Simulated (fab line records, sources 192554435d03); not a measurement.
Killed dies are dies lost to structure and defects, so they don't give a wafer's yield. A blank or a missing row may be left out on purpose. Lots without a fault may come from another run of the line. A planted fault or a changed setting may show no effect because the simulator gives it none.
Split-lot experiment | flow n5_finfet | 7 lots, 21 wafers read, on a route of 1938 steps

THE SPLIT
At N5_BEOL_M13_TRENCH_ETCH_34 (etches SiOC in C4F8/O2/Ar, target depth 413.47 nm, time 162.6 s), the setting time_s was moved away from the recipe's 162.6 s on 7 of the 21 wafers read, by -17.0% to +22.4%. The other wafers ran this setting at the recipe's value.

FROM THE SPLIT TO THE READING: what the file shows between them, 10 steps
- N5_BEOL_M13_STRIP_70: strips in C4F8/O2/Ar
- N5_BEOL_M13_OCD_MEAS_35
- N5_BEOL_M13_STRIP_37: strips in N2/H2
- N5_BEOL_M13_ETCH_38: etches SiCN in CF4/N2, target depth 67.5 nm, time 71.9 s
- N5_BEOL_M13_ECD_47: material Cu, target thk 936 nm
- N5_BEOL_M13_ANNEAL_48: time 90 s
- N5_BEOL_M13_CMP_49: polishes, stops on SiOC, t overpolish 17.1 s, target thk 420 nm
- N5_BEOL_M13_THK_MEAS_50: measures by xrf
- N5_BEOL_M13_PRE_CLEAN_52: time 15 s
- N5_BEOL_M13_DEP_53: deposits SiCN from 3MS/NH3, target thk 50 nm, time 17.8 s

THE READING
M13_RS, in ohm/sq, at N5_BEOL_M13_RS_MEAS_54 (measures by four-point-probe). Fault-free wafers of this fab line usually give 0.0447 ohm/sq, standard deviation 0.0007 ohm/sq.

wafer  | tool, chamber at the split | time_s as run, s | against the recipe | M13_RS, ohm/sq | against lot-mates on the recipe
L080.2 | rie_diel-01, 1             | 162.6            | recipe             | 0.0447         | -
L080.4 | rie_diel-01, 0             | 162.6            | recipe             | 0.0452         | -
L080.6 | rie_diel-01, 3             | 134.9            | -17.0%             | 0.0545         | +0.0096
L082.1 | rie_diel-01, 0             | 162.6            | recipe             | 0.0445         | -
L082.2 | rie_diel-01, 2             | 162.6            | recipe             | 0.0457         | -
L082.3 | rie_diel-01, 3             | 198.6            | +22.1%             | 0.0361         | -0.0090
L083.1 | rie_diel-02, 2             | 162.6            | recipe             | 0.0450         | -
L083.2 | rie_diel-02, 0             | 162.6            | recipe             | 0.0452         | -
L083.5 | rie_diel-02, 3             | 162.6            | recipe             | 0.0450         | -
L086.1 | rie_diel-01, 1             | 162.6            | recipe             | 0.0443         | -
L086.3 | rie_diel-01, 0             | 193.8            | +19.2%             | 0.0381         | -0.0069
L086.6 | rie_diel-01, 3             | 162.6            | recipe             | 0.0456         | -
L091.2 | rie_diel-04, 2             | 162.6            | recipe             | 0.0441         | -
L091.4 | rie_diel-04, 0             | 162.6            | recipe             | 0.0454         | -
L091.6 | rie_diel-04, 1             | 162.6            | recipe             | 0.0441         | -
L090.2 | rie_diel-01, 0             | 199.1            | +22.4%             | 0.0367         | no lot-mate on the recipe
L090.4 | rie_diel-01, 3             | 199.1            | +22.4%             | 0.0364         | no lot-mate on the recipe
L090.6 | rie_diel-01, 2             | 199.1            | +22.4%             | 0.0372         | no lot-mate on the recipe
L094.3 | rie_diel-02, 0             | 142              | -12.7%             | 0.0514         | +0.0072
L094.5 | rie_diel-02, 3             | 162.6            | recipe             | 0.0441         | -
L094.6 | rie_diel-02, 2             | 162.6            | recipe             | 0.0443         | -

THE FIT
A straight line over all 21 wafers: M13_RS changes by -0.000406 ohm/sq for each +1% of time_s; r = -0.98; the points scatter about the line by 0.0009 ohm/sq.
The same after taking each lot's own level away (the mean of its wafers on the recipe; 18 wafers): -0.00045 ohm/sq for each +1%; r = -0.98; scatter 0.00082 ohm/sq.
On that fit, the largest move of time_s shifts the reading by 0.01 ohm/sq.
The lots' own levels span 0.04420 to 0.04510 ohm/sq, that is 1.3 times the standard deviation above.
So the lot-to-lot level changes the slope little: the two slopes agree.
Check: with one of the wafers moved furthest among these (+22.1%) left out of the fit, the line predicts -0.01 ohm/sq for it against its lot-mates. It came out at -0.009 ohm/sq against them.

THE WHOLE CHAIN: every reading that the file lists as answering this split, in the file's order
step                       | what it does                                                    | reading                                                                       | change (the file's fit)               | r (the file's)
N5_BEOL_M13_TRENCH_ETCH_34 | etches SiOC in C4F8/O2/Ar, target depth 413.47 nm, time 162.6 s | etch.depth_nm (the simulator's own value, which no gauge read)                | +4.3 nm for each +1% of the setting   | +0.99
N5_BEOL_M13_OCD_MEAS_35    |                                                                 | trench_depth_nm                                                               | +4.3 nm for each +1% of the setting   | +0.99
N5_BEOL_M13_CMP_49         | polishes, stops on SiOC, t overpolish 17.1 s, target thk 420 nm | Cu_of_BEOL_M13_ECD_47.thk_nm (the simulator's own value, which no gauge read) | +4.28 nm for each +1% of the setting  | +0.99
N5_BEOL_M13_THK_MEAS_50    | measures by xrf                                                 | M13_THK                                                                       | +4.27 for each +1% of the setting     | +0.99
N5_BEOL_M13_RS_MEAS_54     | measures by four-point-probe                                    | M13_RS                                                                        | -0.000447 for each +1% of the setting | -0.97

THE FILE'S OWN FIT
M13_RS changes by -0.000447 ohm/sq for each +1% of time_s, r = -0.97.
